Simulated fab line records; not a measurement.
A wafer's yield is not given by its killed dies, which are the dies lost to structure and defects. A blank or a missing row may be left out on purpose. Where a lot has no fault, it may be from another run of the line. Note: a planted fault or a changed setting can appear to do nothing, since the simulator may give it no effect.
Comparing a struck lot with a sound one / flow n5-finfet / 14 steps out of a route of 1938
Sound: these wafers, L500.1, L500.3, L500.5. Struck: wafer L511.6. (L511.1, L511.4 of the same lot were not struck and are left out.) The cause comes at the end.
Per side, at each step with rows, come the tool, then ch with its chambers, and then its first start. Under that, the readings that differ: sound wafers / struck wafers / difference of the means / sigmas: that difference in standard deviations of wafers without a fault.
alike: same words and numbers on both sides, and readings whose means sit less than 2 such deviations apart. not compared: any withheld reading, any reading some wafer has no value for, any bound like >300 that may hide the same value, and any number with overlapping values for which the record gives no deviation.
The two part at a step that has a row with sigmas, a row that says differs or no value, or rows on one side only. Non-overlapping numbers with no deviation appear without sigmas and do not part them. A reading missing from all wafers of one side parts the sides only when that side holds two or more wafers.

first, 7 steps without rows for these wafers: N5_BEOL_M12_COAT_04 (resist thk 400 nm); N5_BEOL_M12_EBR_06; N5_BEOL_M12_SOFTBAKE_05 (time 60 s); N5_BEOL_M12_EXPOSE_07 (exposes mask V11); N5_BEOL_M12_PEB_08 (peb time 90 s); N5_BEOL_M12_DEVELOP_09 (develop time 45 s); N5_BEOL_M12_HARDBAKE_14 (time 120 s).
N5_BEOL_M12_CD_MEAS_10: target cd 140 nm.
  sound on cd-sem-01 ch 0, day 10 08:08; struck on cd-sem-02 ch 0, day 13 17:44
  alike: cd-nm
N5_BEOL_M12_OVL_MEAS_11:
  sound on overlay-01 ch 0, day 10 08:10; struck on overlay-02 ch 0, day 13 17:46
  alike: V11_OVL
N5_BEOL_M12_INSPECT_12: inspects for defects (macro).
  sound on defect-inspect-02 at day 10 08:11; struck on defect-inspect-02 at day 13 17:47
  alike: raw-defect-count
N5_BEOL_M12_DESCUM_15: chemistry O2, time 7.9 s.
  sound on rie-diel-06 ch 1,2,3, day 10 08:15; struck on rie-diel-06 ch 1, day 13 17:49
  alike: drypump-motor-current-A, oes-product-au, rf-vpp-V, showerhead-plenum-p-Torr, throttle-valve-pct
  not compared: rf-hours-counter-h
N5_BEOL_M12_ETCH_59: etches BARC in N2/H2, target depth 89 nm, overetch 26.7 nm, time 67.9 s.
  sound on rie-diel-06 ch 1,2,3, day 10 08:17; struck on rie-diel-06 ch 1, day 13 17:52
  alike: bias-w, drypump-motor-current-A, oes-product-au, rf-vpp-V, showerhead-plenum-p-Torr, throttle-valve-pct
  not compared: rf-hours-counter-h
N5_BEOL_M12_VIA_ETCH_16: etches SiOC in C4F8/O2/Ar, target depth 724.8 nm.
  sound on rie-diel-06 ch 1,2,3, day 10 08:20; struck on rie-diel-06 ch 1, day 13 17:55
reading=bias-w (W); sound=700.4 700.2 700.6; struck=695.7; difference=-4.7; sigmas=-2
reading=oes-product-au (a.u.); sound=0.76 0.61 0.61; struck=1.15; difference=+0.49; sigmas=+6
  alike: drypump-motor-current-A, rf-vpp-V, showerhead-plenum-p-Torr, throttle-valve-pct
N5_BEOL_M12_STRIP_63: strips in N2/H2.
  sound on plasma-asher-02 ch 0,1, day 10 08:32; struck on plasma-asher-02 ch 1, day 13 18:07
  alike: drypump-motor-current-A, heater-power-w, oes-product-au, strip-time-to-endpoint-s
  not compared: rf-hours-counter-h

WHERE THEY PART
Within this record, at N5_BEOL_M12_VIA_ETCH_16 only. Later steps at which nothing parts them and some readings are alike: N5_BEOL_M12_STRIP_63.

WHY: the cause the simulator had injected
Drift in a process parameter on rie-diel-06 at N5_BEOL_M12_VIA_ETCH_16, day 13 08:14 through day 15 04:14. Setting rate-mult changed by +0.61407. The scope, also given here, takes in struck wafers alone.
